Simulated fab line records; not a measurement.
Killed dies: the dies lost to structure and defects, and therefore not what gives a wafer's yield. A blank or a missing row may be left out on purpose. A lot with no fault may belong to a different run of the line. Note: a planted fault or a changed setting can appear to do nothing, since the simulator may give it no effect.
fab line records + flow n5-finfet
record:
- lots: 6
- wafers: 16
- last-day: 19
route steps=1938 shown BEOL_M9@1406 PASSIVATION@1936
lots with no fault: from the same line, run without faults
start-h: hours from the record's opening day to when the first of the lot's shown wafers began + wait-h: time in hours since the lot's previous step + " the same as in the row above + L1.1+2: several wafers, shown together as one row + - no value, or no start given + * or withheld: withheld + < > ~ a bound
route shown NAME@n: NAME is a module with steps in the file, n the number in the route of the first one + usual: mean/standard deviation taken from wafers without a fault + same: alike in all rows + chamber/n: place in a boat + sites: per-site readings + _std_site: standard deviation of those values + _edge_site: the outer-site mean with the inner-site mean subtracted + radius-mm: how far each site lies from the wafer's centre + mask NAME#n: copy n + behind: the last tool/chamber to shape the wafer + hold: why the lot went on hold/how many hours it stayed there/how the hold came to an end + device: which transistor (n, p or np) failed to switch + end of line: tests of these same wafers at the route's end + a step given without rows: its recipe and nothing more + killed: at the first sort, the dies lost to defects and structure; wafer yield is something else + map: a wafer's dies, marking killed ones x, the rest . and places with no die _
set.NAME: the run value of the setting; set.NAME@STEP: its run value at that earlier step + model.NAME: the simulator's own value behind a step, which no gauge read
lots at selected steps of the route; one table per step, one row per wafer
services: a tool's chamber out of use, with start hour (start-h, from the record's first day; less than 0 if before it), hours out, and reason
== steps ==
step: N5_BEOL_M9_COAT_59
recipe:
- resist: SOC
- temp-c: 250
- time-s: 60
- spin-rpm: 1500
- resist-thk-nm: 100
step: N5_BEOL_M9_COAT_60
recipe:
- resist: SiARC
- temp-c: 220
- time-s: 60
- spin-rpm: 1500
- resist-thk-nm: 30
step: N5_BEOL_M9_COAT_05
recipe:
- resist: CAR-ArF
- spin-rpm: 1500
- resist-thk-nm: 90
step: N5_BEOL_M9_EBR_07
recipe:
- solvent: PGMEA
- ebr-width-mm: 1.5
step: N5_BEOL_M9_SOFTBAKE_06
recipe:
- temp-c: 110
- time-s: 60
- resist: CAR-ArF
step: N5_BEOL_M9_EXPOSE_08
recipe:
- mask-id: M9
- na: 1.35
- source-shape: dipole
- sigma-inner: 0.411
- sigma-outer: 0.611
- polarization: te
- dose-mj: 53.75
step: N5_BEOL_M9_PEB_09
recipe:
- peb-temp-c: withheld
- peb-time-s: 60
- resist: CAR-ArF
step: N5_BEOL_M9_DEVELOP_10
recipe:
- develop-time-s: 30
- developer: TMAH
- resist: CAR-ArF
- rinse-liquid: diw
- dry: air-spin
- dev-temp-c: 23
step: N5_BEOL_M9_CD_MEAS_11
recipe:
- target-cd-nm: 64.1
- landing-energy-ev: 500
- detector: se-inlens
- polarity: opening
usual:
- cd-nm: 64.3/0.69
| lot.wafer | tool      | chamber | start-h | wait-h | cd-nm |
|-----------|-----------|---------|---------|--------|-------|
| L218.2    | cd-sem-02 | 0       | 266.26  | -      | 66.2  |
| L218.5    | "         | 0       | "       | "      | 64.7  |
| L218.6    | "         | 0       | "       | "      | 64.7  |
| L217.1    | cd-sem-02 | 0       | 272.05  | -      | 64.9  |
| L217.4    | "         | 0       | "       | "      | 64.3  |
| L217.5    | "         | 0       | "       | "      | 64.5  |
| L231.4    | cd-sem-01 | 0       | 353.79  | -      | 64.4  |
| L231.5    | "         | 0       | "       | "      | 63.3  |
| L236.1    | cd-sem-01 | 0       | 362.72  | -      | 64.6  |
| L236.3    | "         | 0       | "       | "      | 64.6  |
| L236.5    | "         | 0       | "       | "      | 64.0  |
| L234.5    | cd-sem-03 | 0       | 375.62  | -      | 63.4  |
| L234.6    | "         | 0       | "       | "      | 65.2  |
| L235.1    | cd-sem-02 | 0       | 381.97  | -      | 63.6  |
| L235.3    | "         | 0       | "       | "      | 63.5  |
| L235.4    | "         | 0       | "       | "      | 62.8  |
step: N5_BEOL_M9_OVL_MEAS_12
recipe:
- points-per-wafer: 44
usual:
- M9_OVL: 0.1/0.78
| lot.wafer | tool       | chamber | start-h | wait-h | M9_OVL[nm] |
|-----------|------------|---------|---------|--------|------------|
| L218.2    | overlay-02 | 0       | 266.28  | 0.0    | 0.6        |
| L218.5    | "          | 0       | "       | "      | 0.7        |
| L218.6    | "          | 0       | "       | "      | 1.1        |
| L217.1    | overlay-02 | 0       | 272.09  | 0.0    | 1.3        |
| L217.4    | "          | 0       | "       | "      | 0.8        |
| L217.5    | "          | 0       | "       | "      | -0.1       |
| L231.4    | overlay-02 | 0       | 353.81  | 0.0    | 0.1        |
| L231.5    | "          | 0       | "       | "      | 1.2        |
| L236.1    | overlay-02 | 0       | 362.75  | 0.0    | 0.2        |
| L236.3    | "          | 0       | "       | "      | 0.2        |
| L236.5    | "          | 0       | "       | "      | -0.3       |
| L234.5    | overlay-02 | 0       | 375.65  | 0.0    | 0.0        |
| L234.6    | "          | 0       | "       | "      | 0.6        |
| L235.1    | overlay-02 | 0       | 382.00  | 0.0    | 0.4        |
| L235.3    | "          | 0       | "       | "      | -0.4       |
| L235.4    | "          | 0       | "       | "      | -0.2       |
step: N5_BEOL_M9_INSPECT_13
recipe:
- mode: adi
- inspect-instrument: brightfield
usual:
- raw-defect-count: 413/89
| lot.wafer | tool              | chamber | start-h | wait-h | raw-defect-count |
|-----------|-------------------|---------|---------|--------|------------------|
| L218.2    | defect-inspect-02 | -       | 266.31  | 0.0    | 268              |
| L218.5    | "                 | -       | "       | "      | 460              |
| L218.6    | "                 | -       | "       | "      | 276              |
| L217.1    | defect-inspect-02 | -       | 272.41  | 0.3    | 576              |
| L217.4    | "                 | -       | "       | "      | 408              |
| L217.5    | "                 | -       | "       | "      | 373              |
| L231.4    | defect-inspect-02 | -       | 353.84  | 0.0    | 414              |
| L231.5    | "                 | -       | "       | "      | 369              |
| L236.1    | defect-inspect-02 | -       | 362.77  | 0.0    | 359              |
| L236.3    | "                 | -       | "       | "      | 366              |
| L236.5    | "                 | -       | "       | "      | 194              |
| L234.5    | defect-inspect-01 | -       | 375.67  | 0.0    | 394              |
| L234.6    | "                 | -       | "       | "      | 289              |
| L235.1    | defect-inspect-02 | -       | 382.03  | 0.0    | 360              |
| L235.3    | "                 | -       | "       | "      | 372              |
| L235.4    | "                 | -       | "       | "      | 405              |
step: N5_BEOL_M9_DESCUM_16
recipe:
- chemistry: O2
- time-s: 7.9
- source-power-w: 50
- bias-power-w: 20
- pressure-mtorr: 20
- rf-frequency-hz: 2.712e+07
- temp-c: 40
- resist: CAR-ArF
- o2-flow-sccm: 225
usual:
- drypump-motor-current-A: 5.4/0.32
- oes-product-au: 0.82/0.086
- rf-vpp-V: 243.0/1.1
- showerhead-plenum-p-Torr: 2.08/0.055
- throttle-valve-pct: 20.41/0.27
| lot.wafer | tool        | chamber | start-h | wait-h | drypump-motor-current-A | oes-product-au | rf-hours-counter-h | rf-vpp-V | showerhead-plenum-p-Torr | throttle-valve-pct |
|-----------|-------------|---------|---------|--------|-------------------------|----------------|--------------------|----------|--------------------------|--------------------|
| L218.2    | rie-diel-06 | 3       | 266.65  | 0.3    | 4.9                     | 0.71           | 210                | 242.4    | 2.04                     | 20.39              |
| L218.5    | "           | 2       | "       | "      | 5.4                     | 0.82           | -                  | 242.5    | 2.13                     | 20.19              |
| L218.6    | "           | 1       | "       | "      | 5.8                     | 0.96           | -                  | 242.3    | 2.04                     | 19.90              |
| L217.1    | rie-diel-04 | 1       | 272.46  | 0.0    | 5.6                     | 0.94           | 19                 | 244.2    | 2.14                     | 20.48              |
| L217.4    | "           | 0       | "       | "      | 5.3                     | 0.95           | -                  | 244.8    | 2.14                     | 20.48              |
| L217.5    | "           | 1       | "       | "      | 5.6                     | 0.93           | -                  | 244.1    | 2.14                     | 20.47              |
| L231.4    | rie-diel-06 | 3       | 353.98  | 0.1    | 4.9                     | 0.69           | 236                | 242.3    | 2.03                     | 20.42              |
| L231.5    | "           | 0       | "       | "      | 5.5                     | 0.70           | -                  | 242.4    | 1.98                     | 20.95              |
| L236.1    | rie-diel-04 | 1       | 363.00  | 0.2    | 5.6                     | 0.88           | 56                 | 243.1    | 2.13                     | 20.53              |
| L236.3    | "           | 1       | "       | "      | 5.6                     | 0.87           | -                  | 243.1    | 2.13                     | 20.53              |
| L236.5    | "           | 1       | "       | "      | 5.6                     | 0.86           | -                  | 245.1    | 2.13                     | 20.54              |
| L234.5    | rie-diel-06 | 0       | 376.30  | 0.6    | 5.5                     | 0.69           | -                  | 242.4    | 1.98                     | 20.97              |
| L234.6    | "           | 3       | "       | "      | 4.9                     | 0.68           | -                  | 243.1    | 2.03                     | 20.44              |
| L235.1    | rie-diel-01 | 2       | 382.06  | 0.0    | 5.1                     | 0.79           | 133                | 241.7    | 2.08                     | 20.39              |
| L235.3    | "           | 0       | "       | "      | 6.3                     | 0.83           | 67                 | 241.7    | 2.03                     | 20.06              |
| L235.4    | "           | 1       | "       | "      | 5.8                     | 0.71           | 217                | 244.3    | 2.16                     | 20.61              |
step: N5_BEOL_M9_ETCH_61
recipe:
- chemistry: CF4
- target: SiARC
- target-depth-a: 390
- mask-material: CAR-ArF
- time-s: 65
- ion-energy-ev: 80
- pressure-mtorr: 40
- source-w: 545
- bias-w: 36
- Ar_flow_sccm: 100
- cf4-flow-sccm: 100
- ends: cleared
usual:
- drypump-motor-current-A: 5.4/0.32
- etch-rf-on-time-s: 64.0/2
- oes-product-au: 0.71/0.075
- rf-vpp-V: 184.0/1
- showerhead-plenum-p-Torr: 2.13/0.051
- throttle-valve-pct: 15.61/0.28
| lot.wafer | tool        | chamber | start-h | wait-h | drypump-motor-current-A | etch-rf-on-time-s | oes-product-au | rf-hours-counter-h | rf-vpp-V | showerhead-plenum-p-Torr | throttle-valve-pct |
|-----------|-------------|---------|---------|--------|-------------------------|-------------------|----------------|--------------------|----------|--------------------------|--------------------|
| L218.2    | rie-diel-06 | 3       | 266.69  | 0.0    | 4.9                     | 65.0              | 0.61           | 210                | 184.6    | 2.10                     | 15.72              |
| L218.5    | "           | 2       | "       | "      | 5.3                     | 65.5              | 0.70           | -                  | 184.3    | 2.17                     | 15.35              |
| L218.6    | "           | 1       | "       | "      | 5.7                     | 63.9              | 0.84           | -                  | 184.7    | 2.10                     | 15.12              |
| L217.1    | rie-diel-04 | 1       | 272.49  | 0.0    | 5.6                     | 61.7              | 0.80           | 19                 | 185.2    | 2.18                     | 15.56              |
| L217.4    | "           | 0       | "       | "      | 5.3                     | 64.5              | 0.80           | -                  | 184.3    | 2.20                     | 15.71              |
| L217.5    | "           | 1       | "       | "      | 5.6                     | 61.0              | 0.81           | -                  | 185.6    | 2.18                     | 15.55              |
| L231.4    | rie-diel-06 | 3       | 354.02  | 0.0    | 4.9                     | 48.2              | 0.72           | 236                | 183.8    | 2.09                     | 15.76              |
| L231.5    | "           | 0       | "       | "      | 5.5                     | 47.4              | 0.72           | -                  | 183.2    | 2.05                     | 16.17              |
| L236.1    | rie-diel-04 | 1       | 363.05  | 0.0    | 5.6                     | 62.8              | 0.75           | 56                 | 184.1    | 2.16                     | 15.65              |
| L236.3    | "           | 1       | "       | "      | 5.6                     | 62.4              | 0.76           | -                  | 185.0    | 2.16                     | 15.64              |
| L236.5    | "           | 1       | "       | "      | 5.6                     | 62.9              | 0.75           | -                  | 184.5    | 2.16                     | 15.64              |
| L234.5    | rie-diel-06 | 0       | 376.34  | 0.0    | 5.5                     | 48.0              | 0.70           | -                  | 181.4    | 2.04                     | 16.20              |
| L234.6    | "           | 3       | "       | "      | 4.9                     | 66.6              | 0.59           | -                  | 183.7    | 2.09                     | 15.79              |
| L235.1    | rie-diel-01 | 2       | 382.10  | 0.0    | 5.1                     | 59.2              | 0.70           | 133                | 183.1    | 2.16                     | 15.76              |
| L235.3    | "           | 0       | "       | "      | 6.3                     | 65.4              | 0.72           | 67                 | 183.7    | 2.08                     | 15.24              |
| L235.4    | "           | 1       | "       | "      | 5.8                     | 68.0              | 0.60           | 217                | 187.0    | 2.20                     | 15.71              |
step: N5_BEOL_M9_ETCH_62
recipe:
- chemistry: N2/H2
- target: SOC
- target-depth-a: 1100
- overetch-a: 220
- mask-material: SiARC
- temp-c: 40
- time-s: 165
- ion-energy-ev: 200
- pressure-mtorr: 30
- source-w: 840
- bias-w: 150
- n2-flow-sccm: 200
- h2-flow-sccm: 200
usual:
- drypump-motor-current-A: 5.4/0.33
- oes-product-au: 0.69/0.067
- rf-vpp-V: 523.6/2
- showerhead-plenum-p-Torr: 2.53/0.067
- throttle-valve-pct: 17.8/0.35
| lot.wafer | tool        | chamber | start-h | wait-h | drypump-motor-current-A | oes-product-au | rf-hours-counter-h | rf-vpp-V | showerhead-plenum-p-Torr | throttle-valve-pct |
|-----------|-------------|---------|---------|--------|-------------------------|----------------|--------------------|----------|--------------------------|--------------------|
| L218.2    | rie-diel-06 | 3       | 266.74  | 0.0    | 4.9                     | 0.61           | 210                | 523.4    | 2.51                     | 17.9               |
| L218.5    | "           | 2       | "       | "      | 5.3                     | 0.70           | -                  | 525.4    | 2.57                     | 17.5               |
| L218.6    | "           | 1       | "       | "      | 5.8                     | 0.81           | -                  | 522.6    | 2.48                     | 17.2               |
| L217.1    | rie-diel-04 | 1       | 272.54  | 0.0    | 5.6                     | 0.78           | 19                 | 524.9    | 2.58                     | 17.7               |
| L217.4    | "           | 0       | "       | "      | 5.3                     | 0.79           | -                  | 525.6    | 2.62                     | 18.1               |
| L217.5    | "           | 1       | "       | "      | 5.6                     | 0.78           | -                  | 525.1    | 2.58                     | 17.7               |
| L231.4    | rie-diel-06 | 3       | 354.07  | 0.0    | 4.9                     | 0.59           | 236                | 523.1    | 2.50                     | 18.0               |
| L231.5    | "           | 0       | "       | "      | 5.5                     | 0.59           | -                  | 520.9    | 2.40                     | 18.4               |
| L236.1    | rie-diel-04 | 1       | 363.13  | 0.1    | 5.6                     | 0.73           | 56                 | 525.5    | 2.57                     | 17.8               |
| L236.3    | "           | 1       | "       | "      | 5.6                     | 0.73           | -                  | 524.2    | 2.57                     | 17.8               |
| L236.5    | "           | 1       | "       | "      | 5.6                     | 0.73           | -                  | 523.6    | 2.57                     | 17.7               |
| L234.5    | rie-diel-06 | 0       | 376.44  | 0.1    | 5.5                     | 0.59           | -                  | 520.0    | 2.40                     | 18.4               |
| L234.6    | "           | 3       | "       | "      | 4.9                     | 0.59           | -                  | 522.4    | 2.50                     | 18.0               |
| L235.1    | rie-diel-01 | 2       | 382.15  | 0.0    | 5.1                     | 0.66           | 133                | 524.1    | 2.55                     | 18.0               |
| L235.3    | "           | 0       | "       | "      | 6.4                     | 0.71           | 67                 | 520.3    | 2.43                     | 17.2               |
| L235.4    | "           | 1       | "       | "      | 5.7                     | 0.61           | 217                | 526.4    | 2.62                     | 18.0               |
step: N5_PASSIVATION_PROBE_49
usual:
- defect-limited-yield: 91.0/1.4
- killed_at_M0_to_M3: 34/10
- killed_at_M4_up: 15/5.5
- killed-at-contacts: 12/6.1
- killed-at-front-end: 41/12
- killed-at-other: 4/3.4
- killed-dies: 106/17
- killed-open: 70/13
- killed-short: 34/7.4
- sort_bin_4_leakage: 0.01/0.065
- sort_bin_5_function: 5.3/1
- sort_bin_6_memory: 3.4/0.69
- sort-n-pass: 1073/17
- sort-yield-pct: 91.0/1.4
same:
- gross-dies: 1180
- killed-at-back-side: 0
- sort_bin_8_speed[%]: 0
| lot.wafer | tool      | chamber | start-h | wait-h | defect-limited-yield[%] | killed_at_M0_to_M3 | killed_at_M4_up | killed-at-contacts | killed-at-front-end | killed-at-other | killed-dies | killed-open | killed-short | sort_bin_4_leakage[%] | sort_bin_5_function[%] | sort_bin_6_memory[%] | sort-n-pass | sort-yield-pct[%] |
|-----------|-----------|---------|---------|--------|-------------------------|--------------------|-----------------|--------------------|---------------------|-----------------|-------------|-------------|--------------|-----------------------|------------------------|----------------------|-------------|-------------------|
| L218.2    | prober-02 | -       | 333.11  | 0.1    | 92.5                    | 34                 | 10              | 16                 | 26                  | 3               | 89          | 65          | 23           | 0                     | 4.2                    | 3.2                  | 1091        | 92.5              |
| L218.5    | prober-02 | -       | 333.26  | 0.2    | 91.8                    | 52                 | 9               | 7                  | 25                  | 4               | 97          | 71          | 26           | 0                     | 5.0                    | 3.0                  | 1083        | 91.8              |
| L218.6    | prober-02 | -       | 333.31  | 0.3    | 90.7                    | 50                 | 8               | 13                 | 36                  | 3               | 110         | 64          | 46           | 0                     | 5.3                    | 3.6                  | 1070        | 90.7              |
| L217.1    | prober-01 | -       | 333.91  | 0.0    | 91.9                    | 29                 | 16              | 11                 | 34                  | 6               | 96          | 60          | 36           | 0                     | 4.7                    | 3.3                  | 1084        | 91.9              |
| L217.4    | prober-01 | -       | 334.06  | 0.2    | 90.3                    | 31                 | 14              | 7                  | 59                  | 3               | 114         | 68          | 45           | 0                     | 5.6                    | 3.7                  | 1066        | 90.3              |
| L217.5    | prober-01 | -       | 334.11  | 0.2    | 90.5                    | 33                 | 14              | 10                 | 53                  | 2               | 112         | 80          | 32           | 0                     | 5.3                    | 3.9                  | 1068        | 90.5              |
| L231.4    | prober-02 | -       | 431.12  | 0.2    | 92.5                    | 31                 | 13              | 14                 | 26                  | 4               | 88          | 61          | 25           | 0                     | 4.1                    | 3.1                  | 1092        | 92.5              |
| L231.5    | prober-02 | -       | 431.17  | 0.2    | 90.3                    | 48                 | 11              | 25                 | 25                  | 5               | 114         | 89          | 23           | 0                     | 6.4                    | 3.0                  | 1066        | 90.3              |
| L236.1    | prober-02 | -       | 436.65  | 0.0    | 89.8                    | 36                 | 12              | 19                 | 43                  | 10              | 120         | 78          | 39           | 0                     | 5.8                    | 3.9                  | 1060        | 89.8              |
| L236.3    | prober-02 | -       | 436.75  | 0.1    | 91.4                    | 26                 | 14              | 15                 | 43                  | 3               | 101         | 71          | 29           | 0                     | 4.9                    | 3.4                  | 1079        | 91.4              |
| L236.5    | prober-02 | -       | 436.85  | 0.2    | 90.0                    | 34                 | 13              | 13                 | 39                  | 19              | 118         | 77          | 33           | 0                     | 5.9                    | 3.2                  | 1062        | 90.0              |
| L234.5    | prober-01 | -       | 448.36  | 0.2    | 90.8                    | 29                 | 15              | 34                 | 27                  | 3               | 108         | 75          | 30           | 0                     | 4.9                    | 3.9                  | 1072        | 90.8              |
| L234.6    | prober-01 | -       | 448.41  | 0.3    | 92.1                    | 23                 | 13              | 14                 | 35                  | 8               | 93          | 48          | 44           | 0.08                  | 4.5                    | 3.0                  | 1086        | 92.0              |
| L235.1    | prober-02 | -       | 452.08  | 0.0    | 92.0                    | 33                 | 21              | 9                  | 29                  | 2               | 94          | 59          | 30           | 0                     | 5.0                    | 2.5                  | 1086        | 92.0              |
| L235.3    | prober-02 | -       | 452.18  | 0.1    | 92.3                    | 35                 | 21              | 10                 | 22                  | 3               | 91          | 64          | 20           | 0                     | 4.2                    | 2.8                  | 1089        | 92.3              |
| L235.4    | prober-02 | -       | 452.23  | 0.2    | 91.5                    | 33                 | 17              | 12                 | 32                  | 6               | 100         | 63          | 34           | 0                     | 5.1                    | 2.9                  | 1080        | 91.5              |
killed by level:class
L218.2 MOL_CONTACT_COAG:geometric-particle:open=14 BEOL_M0_SAQP:geometric-particle:short=8 BEOL_M0_SAQP:geometric-particle:open=7 FIN_SAQP:geometric-particle:open=6 BEOL_M2:geometric-particle:open=6 STI_FIN_REVEAL:geometric-particle:open=5 DUMMY_GATE:geometric-particle:open=5 BEOL_M6:geometric-particle:open=5
L218.5 BEOL_M0_SAQP:geometric-particle:open=14 BEOL_M1:geometric-particle:open=10 BEOL_M2:geometric-particle:open=8 STI_FIN_REVEAL:geometric-particle:open=7 MOL_CONTACT_COAG:geometric-particle:open=7 BEOL_M0_SAQP:geometric-particle:short=6 BEOL_M4:geometric-particle:open=6 FIN_SAQP:geometric-particle:open=5
L218.6 BEOL_M0_SAQP:geometric-particle:short=15 BEOL_M0_SAQP:geometric-particle:open=9 MOL_CONTACT_COAG:geometric-particle:open=8 FIN_SAQP:geometric-particle:open=7 BEOL_M3:geometric-particle:open=7 STI_FIN_REVEAL:geometric-particle:open=6 MOL_CONTACT_COAG:geometric-particle:short=5 BEOL_M2:geometric-particle:open=5
L217.1 MOL_CONTACT_COAG:geometric-particle:open=9 BEOL_M0_SAQP:geometric-particle:short=8 BEOL_M4:geometric-particle:open=8 DUMMY_GATE:geometric-particle:open=5 BEOL_M0_SAQP:geometric-particle:open=5 BEOL_M1:geometric-particle:open=5 FIN_SAQP:geometric-particle:short=4 FIN_SAQP:geometric-particle:open=4
L217.4 STI_FIN_REVEAL:geometric-particle:open=15 FIN_SAQP:geometric-particle:open=10 BEOL_M4:geometric-particle:open=10 BEOL_M0_SAQP:geometric-particle:short=9 FIN_SAQP:geometric-particle:short=7 BEOL_M3:geometric-particle:open=6 BEOL_M0_SAQP:geometric-particle:open=5 DUMMY_GATE:geometric-particle:open=5
L217.5 STI_FIN_REVEAL:geometric-particle:open=19 BEOL_M0_SAQP:geometric-particle:open=9 STI_FIN_REVEAL:geometric-particle:short=8 MOL_CONTACT_COAG:geometric-particle:open=8 BEOL_M3:geometric-particle:open=8 BEOL_M4:geometric-particle:open=8 FIN_SAQP:geometric-particle:open=5 BEOL_M0_SAQP:geometric-particle:short=5
L231.4 MOL_CONTACT_COAG:geometric-particle:open=11 BEOL_M1:geometric-particle:open=9 FIN_SAQP:geometric-particle:open=7 STI_FIN_REVEAL:geometric-particle:open=7 BEOL_M4:geometric-particle:open=7 BEOL_M0_SAQP:geometric-particle:open=6 BEOL_M2:geometric-particle:open=6 BEOL_M0_SAQP:geometric-particle:short=4
L231.5 MOL_CONTACT_COAG:geometric-particle:open=22 BEOL_M0_SAQP:geometric-particle:open=14 STI_FIN_REVEAL:geometric-particle:open=12 BEOL_M0_SAQP:geometric-particle:short=10 BEOL_M1:geometric-particle:open=9 BEOL_M4:geometric-particle:open=8 BEOL_M0:geometric-particle:open=6 FIN_SAQP:geometric-particle:open=4
L236.1 MOL_CONTACT_COAG:geometric-particle:open=17 FIN_SAQP:geometric-particle:open=12 FIN_SAQP:geometric-particle:short=8 BEOL_M0_SAQP:geometric-particle:open=8 BEOL_M0_SAQP:geometric-particle:short=8 STI_FIN_REVEAL:geometric-particle:open=5 STARTING-WAFER:geometric-particle:short=5 STARTING-WAFER:geometric-particle:open=5
L236.3 STI_FIN_REVEAL:geometric-particle:open=16 MOL_CONTACT_COAG:geometric-particle:open=12 BEOL_M2:geometric-particle:open=7 FIN_SAQP:geometric-particle:short=4 BEOL_M3:geometric-particle:open=4 BEOL_M8:geometric-particle:open=4 FIN_SAQP:geometric-particle:open=3 STI_FIN_REVEAL:geometric-particle:short=3
L236.5 MOL_CONTACT_COAG:geometric-particle:open=9 STI_FIN_REVEAL:geometric-particle:open=8 BEOL_M1:geometric-particle:open=8 BEOL_M2:geometric-particle:open=7 FIN_SAQP:geometric-particle:open=6 BEOL_M0_SAQP:geometric-particle:open=6 BEOL_M1:geometric-particle:short=6 STARTING-WAFER:geometric-particle:open=5
L234.5 MOL_CONTACT_COAG:geometric-particle:open=25 FIN_SAQP:geometric-particle:open=8 MOL_CONTACT_COAG:geometric-particle:short=8 BEOL_M1:geometric-particle:open=8 STI_FIN_REVEAL:geometric-particle:open=5 BEOL_M0_SAQP:geometric-particle:open=4 BEOL_M0_SAQP:geometric-particle:short=4 BEOL_M3:geometric-particle:open=4
L234.6 FIN_SAQP:geometric-particle:open=9 MOL_CONTACT_COAG:geometric-particle:open=9 BEOL_M0_SAQP:geometric-particle:short=9 FIN_SAQP:geometric-particle:short=6 MOL_CONTACT_COAG:geometric-particle:short=5 BEOL_M1:geometric-particle:open=5 PAD_METAL:geometric-particle:short=5 BEOL_M0_SAQP:geometric-particle:open=4
L235.1 BEOL_M4:geometric-particle:open=16 BEOL_M0_SAQP:geometric-particle:short=13 BEOL_M2:geometric-particle:open=9 MOL_CONTACT_COAG:geometric-particle:open=8 FIN_SAQP:geometric-particle:open=5 FIN_SAQP:geometric-particle:short=5 GATE_CUT:geometric-particle:open=5 HKMG_FIN:area-etch=5
L235.3 BEOL_M4:geometric-particle:open=14 BEOL_M0_SAQP:geometric-particle:open=11 MOL_CONTACT_COAG:geometric-particle:open=10 BEOL_M3:geometric-particle:open=8 BEOL_M0_SAQP:geometric-particle:short=7 HKMG_FIN:area-etch=7 FIN_SAQP:geometric-particle:open=4 BEOL_M1:geometric-particle:open=4
L235.4 BEOL_M3:geometric-particle:open=12 MOL_CONTACT_COAG:geometric-particle:open=10 BEOL_M4:geometric-particle:open=8 FIN_SAQP:geometric-particle:open=7 BEOL_M0_SAQP:geometric-particle:short=7 BEOL_M0_SAQP:geometric-particle:open=7 BEOL_M4:geometric-particle:short=5 PASS1_CAP:geometric-particle:open=4
== services ==
| tool        | chamber | start-h | hours | kind                          |
|-------------|---------|---------|-------|-------------------------------|
| rie-diel-04 | 0       | 247.43  | -     | clean                         |
| rie-diel-04 | 0       | 247.43  | -     | consumable-replace:focus-ring |
| rie-diel-04 | 0       | 247.43  | 17.3  | scheduled-down                |
| rie-diel-04 | 0       | 247.43  | 17.3  | vent-cycle                    |
| rie-diel-04 | 2       | 263.90  | 132.0 | repair                        |
| rie-diel-06 | 0       | 275.74  | 19.4  | repair                        |
| rie-diel-04 | 0       | 299.51  | 10.4  | repair                        |
| rie-diel-04 | -       | 346.82  | 2.8   | pm                            |
| rie-diel-06 | 1       | 355.26  | 8.1   | repair                        |
| rie-diel-04 | 0       | 361.54  | 4.1   | repair                        |
| rie-diel-06 | 2       | 379.93  | 9.8   | repair                        |
== key ==
first-sign:
- step: N5_BEOL_M9_ETCH_61
- reading: etch-rf-on-time-s
- direction: down
- sigmas: 8.2
- usual: *
- struck: *
effect none on later readings
met-at N5_BEOL_M9_ETCH_61
struck-wafers L231.4,L231.5,L234.5
onset-between 266.69 354.02
fault:
- kind: process-parameter-drift
- tool: rie-diel-06
- chamber: -
- onset-h: 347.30
- steps: N5_BEOL_M9_ETCH_61
- channel: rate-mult
- offset: 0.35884
- shape: step
- end-h: 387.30
- scope: struck-wafers-only
